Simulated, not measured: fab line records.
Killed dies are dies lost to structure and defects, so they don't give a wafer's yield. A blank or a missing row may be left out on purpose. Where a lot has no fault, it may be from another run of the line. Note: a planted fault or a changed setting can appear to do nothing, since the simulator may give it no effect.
fab line records ; flow n5-finfet
[record] lots = 9; wafers = 27; last-day = 18
route steps=1938 shown ZERO_LAYER@15 WELL_APT@31 PMOS_HMC_CHANNEL_EPI@57 BEOL_M4@1111 PASSIVATION@1936
lots that met no fault: taken from a fault-free run of the same line
start-h: the number of hours between the record's first day and the start of the first shown wafer of the lot ; wait-h: time in hours since the lot's previous step ; " same as the row above ; L1.1+2: several wafers, shown together as one row ; - value missing, or start not given ; * or withheld: withheld ; < > ~ a bound
route shown NAME@n: NAME is a module with steps in the file, n the number in the route of the first one ; usual: average and standard deviation across the fault-free wafers ; same: alike in all rows ; chamber/n: place in a boat ; sites: readings site by site ; _std_site: standard deviation of those values ; _edge_site: inner sites' mean taken away from outer sites' mean ; radius-mm: for every site, how far away it sits from the centre of the wafer ; mask NAME#n: copy n ; behind: tool/chamber where the wafer was last shaped ; hold: the reason the lot was held/the length of the hold in hours/how it ended ; device: transistor that didn't switch, given as n, p or np ; end of line: tests of these same wafers at the route's end ; where a step has no rows: the recipe by itself ; killed: dies that structure and defects cost at the first sort, which is not the same as the wafer's yield ; map: shows each die of a wafer: x if killed, . if not, _ if none is there
set.NAME: the setting the step ran with; set.NAME@STEP: the setting that earlier step ran with ; model.NAME: the simulator's own value behind a step, which no gauge read
a sample of lots followed through the steps of the route, with each step as a table and each wafer as a row
services: the hour from which a tool's chamber was out of use, counted from the record's first day as start-h (under 0 if before that day), plus the number of hours and why
[[steps]]
[step N5_ZERO_LAYER_ETCH_17]
[recipe] chemistry = CF4; target = SiO2; target-depth-a = 120; time-s = 13.3; ion-energy-ev = 350; pressure-mtorr = 40; source-w = 450; bias-w = 215; Ar_flow_sccm = 100; cf4-flow-sccm = 100
[usual] drypump-motor-current-A = 5.80/0.25; oes-product-au = 0.79/0.096; rf-vpp-V = 950/3.8; showerhead-plenum-p-Torr = 2.17/0.063; throttle-valve-pct = 15.63/0.26
lot.wafer;tool;chamber;start-h;wait-h;drypump-motor-current-A;oes-product-au;rf-hours-counter-h;rf-vpp-V;showerhead-plenum-p-Torr;throttle-valve-pct
L106.1;rie-diel-06;3;18.90;0.0;5.84;1.00;1;947;2.10;15.09
L106.3;rie-diel-06;0;18.90;0.0;6.10;0.75;163;948;2.14;15.76
L106.5;rie-diel-06;2;18.90;0.0;5.84;0.80;-;950;2.15;15.71
L109.3;rie-diel-06;3;36.87;0.0;5.85;0.96;7;947;2.09;15.10
L109.5;rie-diel-06;3;36.87;0.0;5.86;0.96;-;946;2.09;15.11
L109.6;rie-diel-06;2;36.87;0.0;5.81;0.81;-;948;2.15;15.74
L112.1;rie-diel-06;2;54.84;0.0;5.82;0.79;128;949;2.15;15.72
L112.3;rie-diel-06;1;54.84;0.0;5.41;0.81;113;956;2.23;15.61
L112.6;rie-diel-06;3;54.84;0.0;5.86;0.96;-;945;2.09;15.10
L113.4;rie-diel-05;1;60.88;0.0;5.89;0.73;167;953;2.23;15.90
L113.5;rie-diel-05;0;60.88;0.0;5.65;0.68;-;952;2.21;15.57
L113.6;rie-diel-05;1;60.88;0.0;5.92;0.72;-;953;2.23;15.92
L118.1;rie-diel-05;1;91.03;0.0;5.91;0.72;177;954;2.22;15.94
L118.4;rie-diel-05;0;91.03;0.0;5.65;0.67;-;954;2.21;15.59
L118.5;rie-diel-05;2;91.03;0.0;6.02;0.73;-;943;2.06;15.92
L122.2;rie-diel-05;2;114.86;0.0;6.06;0.72;177;943;2.05;15.93
L122.4;rie-diel-05;0;114.86;0.0;5.64;0.68;238;952;2.20;15.62
L122.5;rie-diel-05;1;114.86;0.0;5.92;0.71;-;954;2.22;15.96
L123.1;rie-diel-03;1;120.77;0.0;6.34;0.72;145;955;2.22;15.31
L123.2;rie-diel-03;0;120.77;0.0;5.60;0.94;16;952;2.20;15.45
L123.5;rie-diel-03;3;120.77;0.0;5.46;0.82;-;943;2.08;15.70
L126.2;rie-diel-05;1;138.72;0.0;5.92;0.71;193;954;2.22;15.97
L126.3;rie-diel-05;3;138.72;0.0;5.64;0.94;10;952;2.19;15.51
L126.5;rie-diel-05;3;138.72;0.0;5.62;0.95;-;952;2.19;15.50
L128.2;rie-diel-06;3;150.74;0.0;5.83;0.88;44;947;2.08;15.18
L128.3;rie-diel-06;1;150.74;0.0;5.40;0.77;145;954;2.22;15.68
L128.5;rie-diel-06;1;150.74;0.0;5.41;0.77;-;953;2.22;15.68
[step N5_WELL_APT_DESCUM_13]
[recipe] chemistry = O2; time-s = 7.9; source-power-w = 50; bias-power-w = 20; pressure-mtorr = 20; rf-frequency-hz = 2.712e+07; temp-c = 40; o2-flow-sccm = 225
[usual] drypump-motor-current-A = 5.7/0.45; oes-product-au = 0.83/0.078; rf-vpp-V = 242.7/1.3; showerhead-plenum-p-Torr = 2.07/0.062; throttle-valve-pct = 20.34/0.16
lot.wafer;tool;chamber;start-h;wait-h;drypump-motor-current-A;oes-product-au;rf-hours-counter-h;rf-vpp-V;showerhead-plenum-p-Torr;throttle-valve-pct
L106.1;rie-diel-04;3;19.83;0.0;5.5;0.96;4;243.6;2.15;20.30
L106.3;rie-diel-04;1;19.83;0.0;5.4;0.81;87;243.0;2.03;20.39
L106.5;rie-diel-04;1;19.83;0.0;5.4;0.81;-;243.5;2.03;20.40
L109.3;rie-diel-01;2;37.92;0.0;5.6;0.84;63;245.9;2.13;20.31
L109.5;rie-diel-01;0;37.92;0.0;6.2;0.94;-;242.7;2.05;20.24
L109.6;rie-diel-01;1;37.92;0.0;5.0;0.70;-;240.8;2.00;20.74
L112.1;rie-diel-01;1;55.91;0.1;5.0;0.71;218;243.5;2.00;20.74
L112.3;rie-diel-01;2;55.91;0.1;5.7;0.84;70;243.9;2.13;20.34
L112.6;rie-diel-01;2;55.91;0.1;5.6;0.84;-;243.5;2.13;20.34
L113.4;rie-diel-04;0;62.32;0.4;6.1;0.97;-;242.4;2.04;20.14
L113.5;rie-diel-04;1;62.32;0.4;5.4;0.79;-;240.8;2.02;20.44
L113.6;rie-diel-04;2;62.32;0.4;4.7;0.95;-;245.0;2.13;20.10
L118.1;rie-diel-04;1;92.50;0.3;5.4;0.78;117;241.1;2.02;20.42
L118.4;rie-diel-04;1;92.50;0.3;5.4;0.77;-;242.2;2.02;20.44
L118.5;rie-diel-04;3;92.50;0.3;5.5;0.88;-;244.0;2.14;20.35
L122.2;rie-diel-02;2;116.09;0.2;5.7;0.92;23;243.4;2.03;20.36
L122.4;rie-diel-02;3;116.09;0.2;5.9;0.79;111;244.6;2.20;20.11
L122.5;rie-diel-02;1;116.09;0.2;6.2;0.79;-;240.5;2.00;20.36
L123.1;rie-diel-01;0;123.03;1.4;6.2;0.86;43;243.4;2.03;20.30
L123.2;rie-diel-01;3;123.03;1.4;6.2;0.81;95;242.1;2.03;20.35
L123.5;rie-diel-01;3;123.03;1.4;6.2;0.80;-;242.5;2.03;20.38
L126.2;rie-diel-02;1;140.15;0.3;6.1;0.78;127;241.6;2.00;20.35
L126.3;rie-diel-02;2;140.15;0.3;5.7;0.90;33;241.9;2.03;20.37
L126.5;rie-diel-02;2;140.15;0.3;5.7;0.89;-;241.8;2.03;20.37
L128.2;rie-diel-04;1;151.70;0.0;5.4;0.76;130;241.2;2.01;20.46
L128.3;rie-diel-04;3;151.70;0.0;5.5;0.85;43;242.7;2.13;20.36
L128.5;rie-diel-04;0;151.70;0.0;6.1;0.90;-;242.4;2.03;20.17
[step N5_WELL_APT_IMPLANT_15]
[recipe] species = As; energy-kev = 25; dose-cm2 = 1.5e+13; tilt-deg = 0; rotation-deg = 0
[usual] beam-energy-keV = 25.000/0.0076; dose-ions-cm2 = 1.4999e+13/1.6e+10
lot.wafer;tool;chamber;start-h;wait-h;beam-energy-keV;dose-ions-cm2
L106.1;implanter-02;0;20.11;0.1;24.998;1.4973e+13
L106.3;implanter-02;0;20.11;0.1;24.990;1.5006e+13
L106.5;implanter-02;0;20.11;0.1;24.982;1.4986e+13
L109.3;implanter-01;0;38.26;0.1;24.994;1.4972e+13
L109.5;implanter-01;0;38.26;0.1;24.989;1.4972e+13
L109.6;implanter-01;0;38.26;0.1;25.001;1.4977e+13
L112.1;implanter-01;0;56.19;0.1;25.008;1.5017e+13
L112.3;implanter-01;0;56.19;0.1;25.004;1.498e+13
L112.6;implanter-01;0;56.19;0.1;25.010;1.4996e+13
L113.4;implanter-01;0;62.66;0.1;25.007;1.5001e+13
L113.5;implanter-01;0;62.66;0.1;24.986;1.5003e+13
L113.6;implanter-01;0;62.66;0.1;25.002;1.5031e+13
L118.1;implanter-02;0;92.78;0.1;25.011;1.4998e+13
L118.4;implanter-02;0;92.78;0.1;25.003;1.4981e+13
L118.5;implanter-02;0;92.78;0.1;25.000;1.4991e+13
L122.2;implanter-02;0;116.39;0.1;25.008;1.5006e+13
L122.4;implanter-02;0;116.39;0.1;25.003;1.5011e+13
L122.5;implanter-02;0;116.39;0.1;25.019;1.5e+13
L123.1;implanter-02;0;123.31;0.1;31.418;1.4971e+13
L123.2;implanter-02;0;123.31;0.1;31.398;1.4989e+13
L123.5;implanter-02;0;123.31;0.1;31.407;1.4985e+13
L126.2;implanter-02;0;140.46;0.1;31.413;1.4981e+13
L126.3;implanter-02;0;140.46;0.1;31.412;1.4994e+13
L126.5;implanter-02;0;140.46;0.1;31.404;1.5012e+13
L128.2;implanter-01;0;152.01;0.1;25.007;1.5012e+13
L128.3;implanter-01;0;152.01;0.1;25.018;1.501e+13
L128.5;implanter-01;0;152.01;0.1;25.007;1.5007e+13
[step N5_PMOS_HMC_CHANNEL_EPI_HM_DEP_34]
[recipe] material = SiO2; target-thk-a = 360; temp-c = 400; precursor = TEOS/O2; pressure-torr = 6.5; rf-w = 900; teos-flow-sccm = 161.4; gas = O2; flow-sccm = 2650; time-s = 6.9
[usual] heater-power-w = 553/84; showerhead-plenum-p-Torr = 8.36/0.043; throttle-valve-pct = 18.2/1.1
lot.wafer;tool;chamber;start-h;wait-h;heater-power-w;showerhead-plenum-p-Torr;throttle-valve-pct
L106.1;pecvd-03;0;23.04;0.0;513;8.39;17.7
L106.3;pecvd-03;2;23.04;0.0;558;8.36;20.0
L106.5;pecvd-03;0;23.04;0.0;529;8.38;17.8
L109.3;pecvd-02;0;41.86;0.0;452;8.33;19.6
L109.5;pecvd-02;2;41.86;0.0;611;8.41;16.3
L109.6;pecvd-02;0;41.86;0.0;447;8.33;19.7
L112.1;pecvd-02;1;58.84;0.0;399;8.30;18.4
L112.3;pecvd-02;2;58.84;0.0;590;8.40;16.3
L112.6;pecvd-02;0;58.84;0.0;421;8.33;19.7
L113.4;pecvd-04;2;65.47;0.0;594;8.37;17.1
L113.5;pecvd-04;0;65.47;0.0;579;8.42;17.5
L113.6;pecvd-04;1;65.47;0.0;660;8.41;19.2
L118.1;pecvd-03;1;95.42;0.0;523;8.28;18.1
L118.4;pecvd-03;0;95.42;0.0;586;8.38;17.6
L118.5;pecvd-03;2;95.42;0.0;545;8.36;19.9
L122.2;pecvd-03;2;118.91;0.0;575;8.36;20.0
L122.4;pecvd-03;0;118.91;0.0;655;8.36;17.9
L122.5;pecvd-03;1;118.91;0.0;456;8.27;17.9
L123.1;pecvd-04;2;126.66;0.0;582;8.38;17.1
L123.2;pecvd-04;0;126.66;0.0;583;8.41;17.5
L123.5;pecvd-04;2;126.66;0.0;585;8.35;17.2
L126.2;pecvd-04;2;143.45;0.0;502;8.39;17.3
L126.3;pecvd-04;1;143.45;0.0;682;8.40;19.2
L126.5;pecvd-04;2;143.45;0.0;516;8.37;17.1
L128.2;pecvd-03;2;155.46;0.0;554;8.35;19.8
L128.3;pecvd-03;1;155.46;0.0;551;8.27;18.3
L128.5;pecvd-03;1;155.46;0.0;545;8.29;18.3
[step N5_BEOL_M4_RC_MEAS_101]
[usual] DIBL_N = 36.0/2; DIBL_P = 36.2/2.2; IOFF_N = 0.16/0.034; IOFF_P = 0.21/0.04; ION_N = 675/12; ION_P = 463/7.2; SS_N = 71.6/0.6; SS_P = 73.3/0.67; VT_N = 250/3; VT_P = -251/3.4
lot.wafer;tool;chamber;start-h;wait-h;DIBL_N[mV/V];DIBL_P[mV/V];IOFF_N[nA/um];IOFF_P[nA/um];ION_N[uA/um];ION_P[uA/um];SS_N[mV/dec];SS_P[mV/dec];VT_N[mV];VT_P[mV]
L106.1;prober-01;0;178.60;0.0;38.6;39.1;0.22;0.26;692;468;71.6;73.7;248;-250
L106.3;prober-01;0;178.60;0.0;37.0;37.7;0.19;0.24;684;467;71.2;73.8;246;-248
L106.5;prober-01;0;178.60;0.0;36.2;36.8;0.18;0.22;683;464;71.8;73.9;245;-250
L109.3;prober-02;0;198.35;0.3;35.2;35.2;0.14;0.18;681;460;71.1;73.5;251;-251
L109.5;prober-02;0;198.35;0.3;36.7;36.1;0.16;0.18;673;455;71.7;72.3;251;-254
L109.6;prober-02;0;198.35;0.3;34.6;35.2;0.13;0.17;665;461;70.6;72.1;250;-252
L112.1;prober-01;0;217.68;0.0;38.6;39.9;0.24;0.29;697;474;72.4;74.3;242;-245
L112.3;prober-01;0;217.68;0.0;36.6;37.6;0.20;0.25;680;462;71.6;73.6;245;-248
L112.6;prober-01;0;217.68;0.0;37.7;38.0;0.22;0.26;693;470;72.3;73.6;245;-248
L113.4;prober-01;0;221.73;0.5;36.0;34.2;0.13;0.16;669;453;71.8;73.8;254;-255
L113.5;prober-01;0;221.73;0.5;38.7;37.7;0.18;0.20;673;453;72.5;73.7;253;-253
L113.6;prober-01;0;221.73;0.5;37.0;36.6;0.14;0.19;679;460;72.0;73.5;252;-254
L118.1;prober-01;0;249.80;0.0;37.6;38.4;0.19;0.25;678;467;71.1;73.8;250;-248
L118.4;prober-01;0;249.80;0.0;35.4;36.5;0.17;0.22;679;470;71.9;73.1;249;-248
L118.5;prober-01;0;249.80;0.0;39.6;41.7;0.26;0.33;688;481;72.7;74.7;242;-241
L122.2;prober-02;0;279.87;0.2;34.0;35.0;0.12;0.19;664;466;70.8;73.1;256;-253
L122.4;prober-02;0;279.87;0.2;35.0;35.1;0.13;0.19;669;453;71.7;73.5;253;-253
L122.5;prober-02;0;279.87;0.2;33.0;33.5;0.11;0.17;653;459;70.2;72.1;256;-252
L123.1;prober-01;0;312.55;0.7;33.4;32.7;0.12;0.18;668;465;70.8;72.4;254;-252
L123.2;prober-01;0;312.55;0.7;39.1;40.1;0.22;0.32;695;480;72.0;74.7;245;-243
L123.5;prober-01;0;312.55;0.7;38.7;40.0;0.21;0.31;685;469;72.5;74.9;247;-247
L126.2;prober-02;0;314.82;0.2;36.8;37.0;0.16;0.21;672;464;71.1;73.6;249;-253
L126.3;prober-02;0;314.82;0.2;38.6;37.5;0.20;0.22;692;466;71.9;74.0;247;-250
L126.5;prober-02;0;314.82;0.2;34.2;32.9;0.13;0.16;664;453;71.2;71.9;252;-254
L128.2;prober-01;0;317.14;0.2;34.0;33.6;0.12;0.18;669;459;71.1;73.0;253;-252
L128.3;prober-01;0;317.14;0.2;35.2;34.5;0.14;0.19;666;456;71.7;73.5;252;-254
L128.5;prober-01;0;317.14;0.2;35.9;34.8;0.15;0.19;673;456;71.7;72.7;250;-253
[step N5_PASSIVATION_PROBE_49]
[usual] defect-limited-yield = 91.5/1.5; killed_at_M0_to_M3 = 33/10; killed_at_M4_up = 15/6.4; killed-at-contacts = 12/5.4; killed-at-front-end = 38/9.8; killed-at-other = 4/3.1; killed-dies = 101/18; killed-open = 67/14; killed-short = 33/7.9; sort_bin_5_function = 5.0/1; sort_bin_6_memory = 3.2/0.67; sort-n-pass = 1079/18; sort-yield-pct = 91.5/1.5
[same] gross-dies = 1180; killed-at-back-side = 0; sort_bin_4_leakage[%] = 0; sort_bin_8_speed[%] = 0
lot.wafer;tool;chamber;start-h;wait-h;defect-limited-yield[%];killed_at_M0_to_M3;killed_at_M4_up;killed-at-contacts;killed-at-front-end;killed-at-other;killed-dies;killed-open;killed-short;sort_bin_5_function[%];sort_bin_6_memory[%];sort-n-pass;sort-yield-pct[%]
L113.4;prober-02;-;349.04;0.2;91.1;28;21;8;41;7;105;67;36;5.8;2.8;1075;91.1
L113.5;prober-02;-;349.09;0.2;89.6;48;10;13;45;7;123;71;49;5.8;4.3;1057;89.6
L113.6;prober-02;-;349.14;0.3;91.8;50;5;13;25;4;97;58;39;4.4;3.5;1083;91.8
L118.1;prober-01;-;388.32;0.0;91.5;37;16;8;35;4;100;61;35;5.5;2.8;1080;91.5
L118.4;prober-01;-;388.47;0.2;91.8;35;15;20;23;4;97;60;35;4.6;3.5;1083;91.8
L118.5;prober-01;-;388.52;0.2;92.4;31;23;11;23;2;90;59;30;4.0;3.5;1090;92.4
L128.2;prober-01;-;437.17;0.1;93.6;23;9;14;29;0;75;61;14;3.6;2.6;1105;93.6
L128.3;prober-01;-;437.22;0.1;91.4;26;15;13;46;1;101;64;37;5.0;3.4;1079;91.4
L128.5;prober-01;-;437.32;0.2;91.8;22;19;11;42;3;97;66;29;4.4;3.5;1083;91.8
// killed by level:class
L113.4 FIN_SAQP:geometric-particle:short=8 MOL_CONTACT_COAG:geometric-particle:open=7 BEOL_M0_SAQP:geometric-particle:short=7 BEOL_M0_SAQP:geometric-particle:open=7 BEOL_M2:geometric-particle:open=7 BEOL_M4:geometric-particle:open=7 FIN_SAQP:geometric-particle:open=6 BEOL_M3:geometric-particle:open=4
L113.5 BEOL_M0_SAQP:geometric-particle:short=20 BEOL_M2:geometric-particle:open=12 FIN_SAQP:geometric-particle:open=11 FIN_SAQP:geometric-particle:short=10 MOL_CONTACT_COAG:geometric-particle:open=10 STI_FIN_REVEAL:geometric-particle:open=8 BEOL_M0_SAQP:geometric-particle:open=5 BEOL_M4:geometric-particle:open=5
L113.6 BEOL_M0_SAQP:geometric-particle:open=15 BEOL_M0_SAQP:geometric-particle:short=12 BEOL_M2:geometric-particle:open=12 MOL_CONTACT_COAG:geometric-particle:short=7 MOL_CONTACT_COAG:geometric-particle:open=6 BEOL_M1:geometric-particle:open=4 GATE_CUT:geometric-particle:short=4 FIN_SAQP:geometric-particle:short=3
L118.1 BEOL_M4:geometric-particle:open=10 MOL_CONTACT_COAG:geometric-particle:open=7 BEOL_M1:geometric-particle:open=7 FIN_SAQP:geometric-particle:open=6 BEOL_M0_SAQP:geometric-particle:open=6 BEOL_M2:geometric-particle:open=6 BEOL_M3:geometric-particle:open=6 ILD0:geometric-particle:short=5
L118.4 MOL_CONTACT_COAG:geometric-particle:open=14 BEOL_M3:geometric-particle:open=11 BEOL_M4:geometric-particle:open=7 MOL_CONTACT_COAG:geometric-particle:short=6 BEOL_M0:geometric-particle:open=6 STARTING-WAFER:geometric-particle:open=6 BEOL_M2:geometric-particle:open=5 BEOL_M0_SAQP:geometric-particle:short=3
L118.5 BEOL_M4:geometric-particle:open=12 MOL_CONTACT_COAG:geometric-particle:open=9 BEOL_M0_SAQP:geometric-particle:short=8 BEOL_M0_SAQP:geometric-particle:open=7 BEOL_M3:geometric-particle:open=6 BEOL_M1:geometric-particle:open=6 BEOL_M4:geometric-particle:short=5 DUMMY_GATE:geometric-particle:open=4
L128.2 MOL_CONTACT_COAG:geometric-particle:open=13 FIN_SAQP:geometric-particle:open=9 BEOL_M1:geometric-particle:open=6 BEOL_M3:geometric-particle:open=6 DUMMY_GATE:geometric-particle:open=5 FIN_SAQP:geometric-particle:short=4 BEOL_M0_SAQP:geometric-particle:short=4 GATE_CUT:geometric-particle:open=3
L128.3 FIN_SAQP:geometric-particle:open=16 MOL_CONTACT_COAG:geometric-particle:open=10 FIN_SAQP:geometric-particle:short=8 STI_FIN_REVEAL:geometric-particle:open=6 BEOL_M0_SAQP:geometric-particle:short=6 BEOL_M1:geometric-particle:open=5 BEOL_M5:geometric-particle:open=5 GATE_CUT:geometric-particle:short=4
L128.5 STI_FIN_REVEAL:geometric-particle:open=12 MOL_CONTACT_COAG:geometric-particle:open=10 BEOL_M4:geometric-particle:open=8 FIN_SAQP:geometric-particle:open=7 FIN_SAQP:geometric-particle:short=7 BEOL_M3:geometric-particle:open=7 BEOL_M1:geometric-particle:open=6 DUMMY_GATE:geometric-particle:short=3
[[services]]
tool;chamber;start-h;hours;kind
rie-diel-02;1;-1.55;3.8;repair
pecvd-03;-;0.63;1.5;repair
implanter-02;-;15.37;1.3;repair
rie-diel-05;2;35.38;8.6;repair
pecvd-03;-;43.67;0.9;repair
rie-diel-05;-;46.87;0.3;repair
implanter-01;-;53.07;2.1;repair
rie-diel-04;3;58.26;5.1;repair
rie-diel-01;0;61.42;4.9;repair
rie-diel-02;-;63.20;0.4;repair
rie-diel-05;2;72.79;5.3;repair
implanter-02;-;78.21;3.9;pm
pecvd-04;-;80.50;2.7;repair
rie-diel-06;0;85.75;15.1;repair
rie-diel-04;2;85.92;7.1;repair
rie-diel-01;0;90.34;2.5;repair
rie-diel-06;2;92.67;2.6;repair
rie-diel-04;-;93.97;28.1;pm
implanter-01;-;105.11;11.3;repair
rie-diel-03;2;120.54;4.1;repair
rie-diel-01;3;123.27;6.5;repair
rie-diel-02;0;128.23;12.0;repair
rie-diel-04;-;131.45;0.3;repair
pecvd-02;-;144.48;2.8;pm
[[key]]
[first-sign] step = N5_WELL_APT_IMPLANT_15; reading = beam-energy-keV; direction = up; sigmas = 99+; usual = 25.000; struck = 31.409
effect none on later readings
met-at N5_WELL_APT_IMPLANT_15
struck-lots L123,L126
not-acting-at N5_ZERO_LAYER_ETCH_17,N5_WELL_APT_DESCUM_13,N5_PMOS_HMC_CHANNEL_EPI_HM_DEP_34
onset-between 116.39 123.31
[fault] kind = process-parameter-drift; tool = implanter-02; chamber = -; onset-h = 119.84; steps = N5_WELL_APT_IMPLANT_15; channel = energy-kev; offset = 6.4081; shape = step; end-h = 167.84; acts-in = these-recipes-only; stated = 25
